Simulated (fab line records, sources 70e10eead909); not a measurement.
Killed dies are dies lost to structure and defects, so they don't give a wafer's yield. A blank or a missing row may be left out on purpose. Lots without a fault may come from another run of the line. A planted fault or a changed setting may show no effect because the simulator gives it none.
Which tool did it? | flow nand_harc | 12 lots, 36 wafers sampled, at 4 steps of a route of 1302

WHAT THE GAUGES READ, wafer by wafer
NHARC_P_BONDPAD_INSPECT_23.
lot  | measured     | on                | raw_defect_count
L075 | day 7 00:40  | defect_inspect-01 | 437 159 315
L077 | day 7 18:37  | defect_inspect-02 | 207 206 188
L079 | day 8 16:16  | defect_inspect-01 | 435 354 472
L081 | day 9 16:09  | defect_inspect-02 | 181 254 234
L083 | day 10 14:22 | defect_inspect-02 | 268 273 249
L085 | day 11 08:12 | defect_inspect-01 | 113 354 398
L087 | day 12 00:01 | defect_inspect-02 | 270 233 235
L089 | day 13 03:28 | defect_inspect-02 | 431 327 246
L091 | day 13 14:51 | defect_inspect-02 | 220 279 411
L093 | day 14 21:07 | defect_inspect-01 | 387 385 274
L095 | day 15 14:49 | defect_inspect-01 | 175 299 329
L097 | day 16 02:17 | defect_inspect-01 | 448 359 361

WHICH TOOL RAN EACH LOT (tool, then ch and the chambers of the sampled wafers, then the start)
lot  | NHARC_P_ZERO_WELL_ETCH_62                     | NHARC_P_GATE_RTA_80              | NHARC_P_M2_CMP_23
L075 | rie_diel-04 ch 0,1,3, day 6 02:07 or earlier  | rtp_anneal-01 ch 0, day 6 02:07  | cmp-03 ch 0,2,3, day 6 19:32
L077 | rie_diel-04 ch 1,2, day 6 19:47 or earlier    | rtp_anneal-01 ch 0, day 6 19:47  | cmp-03 ch 0,1, day 7 13:36
L079 | rie_diel-05 ch 0,2, day 7 18:04 or earlier    | rtp_anneal-01 ch 0, day 7 18:04  | cmp-02 ch 0,3, day 8 11:06
L081 | rie_diel-05 ch 1,2,3, day 8 17:38 or earlier  | rtp_anneal-02 ch 0, day 8 17:38  | cmp-02 ch 1,2,3, day 9 11:01
L083 | rie_diel-11 ch 1,3, day 9 16:45 or earlier    | rtp_anneal-02 ch 0, day 9 16:45  | cmp-04 ch 0,1,2, day 10 09:27
L085 | rie_diel-11 ch 0,1,3, day 10 10:09 or earlier | rtp_anneal-02 ch 0, day 10 10:09 | cmp-04 ch 0,1,3, day 11 03:09
L087 | rie_diel-05 ch 0,2,3, day 11 02:08 or earlier | rtp_anneal-02 ch 0, day 11 02:08 | cmp-03 ch 1,2, day 11 18:57
L089 | rie_diel-04 ch 0,1,2, day 12 04:14 or earlier | rtp_anneal-01 ch 0, day 12 04:14 | cmp-04 ch 1,2, day 12 21:59
L091 | rie_diel-11 ch 0,2,3, day 12 16:40 or earlier | rtp_anneal-01 ch 0, day 12 16:40 | cmp-04 ch 0,1,3, day 13 09:45
L093 | rie_diel-04 ch 0,1,3, day 13 23:31 or earlier | rtp_anneal-01 ch 0, day 13 23:31 | cmp-02 ch 0,1,2, day 14 16:13
L095 | rie_diel-11 ch 0,2,3, day 14 16:38 or earlier | rtp_anneal-02 ch 0, day 14 16:38 | cmp-03 ch 2,3, day 15 09:41
L097 | rie_diel-11 ch 1,2, day 15 04:08 or earlier   | rtp_anneal-01 ch 0, day 15 04:08 | cmp-04 ch 0,1, day 15 21:12
- NHARC_P_ZERO_WELL_ETCH_62: etches the open film in CHF3/Ar, target depth 13 nm, time 6.5 s.
- NHARC_P_GATE_RTA_80: time 30 s.
- NHARC_P_M2_CMP_23: polishes, t overpolish 20 s, target thk 144.3 nm.

THE ANSWER, worked out from the rows above alone
Rule: what is usual is taken from the lots themselves. Put in order of their means at a reading, lots are off if they are a third of the lots or fewer, leave a main group of 4 or more, and stand apart from it by a gap of 3 or more times the standard deviation of the main group's means; of several such gaps the widest counts. A main group whose means are all the same, to the digits that the tables above print for the reading, isn't used. A lot without any number at a reading at which 4 lots or more have one is off too. The other lots that the step has rows for count as sound.
No lot is off at any reading shown: from this, nothing can be told.

WHAT THE SIMULATOR HAD PUT IN
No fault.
